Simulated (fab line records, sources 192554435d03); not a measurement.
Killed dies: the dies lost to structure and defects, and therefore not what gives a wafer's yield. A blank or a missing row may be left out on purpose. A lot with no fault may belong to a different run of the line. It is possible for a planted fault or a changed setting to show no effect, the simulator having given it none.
One fault seen from 3 desks -- flow n5_finfet -- every desk sees just its own numbers, and what lay behind them comes last

## AT THE TOOL OWNER'S DESK: pecvd-04
The tool's own readings at N5_FIN_SAQP_HM_DEP_03 (deposits SiNx from SiH4/NH3/N2, target thk 38 nm, time 33.6 s): means of the sampled wafers that have a number, for each lot that ran on this tool. The brackets show how far a lot's mean lies from the usual mean; more than 4 standard deviations puts the lot out of limits, marked OUT.
Columns: A = heater_power_w at N5_FIN_SAQP_HM_DEP_03, usual 761 W; B = showerhead_plenum_p_Torr at N5_FIN_SAQP_HM_DEP_03, usual 5.16 Torr; C = throttle_valve_pct at N5_FIN_SAQP_HM_DEP_03, usual 40.7 %
lot,first seen here,A,B,C
L622,day 1 20:28,790,5.18,41.9
L628,day 3 09:17,771,5.24,44.2
L631,day 4 02:59,707,5.24,44.6
L632,day 4 09:03,712,5.19,42.4
This desk found nothing out of limits on any of the 4 lots.

## METROLOGY DESK
Means of the sampled wafers that have a number, per lot and without regard to the tool the lot ran on: this is what the gauges read. The brackets show how far a lot's mean lies from the usual mean; more than 4 standard deviations puts the lot out of limits, marked OUT. 7 of its 12 readings are shown: the first one out of limits and those lying furthest out on some lot.
Columns: A = thk_nm at N5_FIN_SAQP_THK_MEAS_05, usual 37.9 nm; B = trench_depth_nm at N5_FIN_SAQP_OCD_MEAS_76, usual 120.7 nm; C = DIBL_N at N5_BEOL_M4_RC_MEAS_101, usual 37.1 mV/V; D = IOFF_P at N5_BEOL_M4_RC_MEAS_101, usual 0.22 nA/um; E = SS_N at N5_BEOL_M4_RC_MEAS_101, usual 71.7 mV/dec; F = SS_P at N5_BEOL_M4_RC_MEAS_101, usual 73.6 mV/dec; G = VT_P at N5_BEOL_M4_RC_MEAS_101, usual -251 mV
lot,first seen here,A,B,C,D,E,F,G
L622,day 1 20:33,38.4,121.1,38.5,0.23,71.9,73.4,-249
L624,day 2 09:11,37.6,118.8,35.4,0.20,71.6,73.3,-252
L628,day 3 09:23,38.4,120.8,37.8,0.20,72.0,73.7,-253
L631,day 4 03:04,35.1 (-5.3) OUT,109.3 (-4.7) OUT,36.2,0.21,71.1,73.3,-251
L632,day 4 09:08,34.8 (-5.8) OUT,108.9 (-4.9) OUT,36.0,0.20,71.4,74.1,-254
L640,day 6 10:27,38.2,120.2,34.3,0.21,71.0,73.4,-250
L642,day 6 21:41,37.5,121.3,36.4,0.21,71.9,72.9,-251
L644,day 7 08:56,37.5,120.5,39.2,0.23,72.1,74.1,-248
L645,day 7 18:02,38.0,120.9,37.7,0.26,72.3,73.2,-244
This desk finds L631, L632 out of limits, L631 being first, at day 4 03:04 (thk_nm at N5_FIN_SAQP_THK_MEAS_05). In limits: L622, L624, L628, L640, L642, L644, L645.

## THE DEFECT DESK
Inspection counts along the route, by lot: the mean over sampled wafers that carry a number. The brackets show how far a lot's mean lies from the usual mean; more than 4 standard deviations puts the lot out of limits, marked OUT.
Columns: A = raw_defect_count at N5_WELL_APT_INSPECT_38, usual 14
lot,first seen here,A
L622,day 1 16:40,15
L624,day 2 05:14,12
L628,day 3 04:29,13
L631,day 3 23:16,13
L632,day 4 04:28,14
L640,day 6 06:28,16
L642,day 6 17:20,11
L644,day 7 04:31,16
L645,day 7 13:32,13
This desk found nothing out of limits on any of the 9 lots.

## TAKEN TOGETHER
On L631, L632, the metrology desk was in a position to raise an alarm at day 4 03:04.
The tool owner's desk saw nothing out of limits.
Nothing out of limits was seen by the defect desk.
On record at the tool owner's desk: L631, L632, within its limits.
The defect desk has L631, L632 on record, within its limits.
Every lot named ran N5_FIN_SAQP_HM_DEP_03 on pecvd-04.

## WHAT HAD BEEN PUT IN BY THE SIMULATOR
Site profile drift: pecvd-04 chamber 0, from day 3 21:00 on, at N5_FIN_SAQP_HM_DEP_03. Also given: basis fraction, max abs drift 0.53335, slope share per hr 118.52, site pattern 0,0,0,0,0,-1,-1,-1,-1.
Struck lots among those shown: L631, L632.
Hours from the fault's start to each desk's first reading out of limits: the metrology desk, 6.
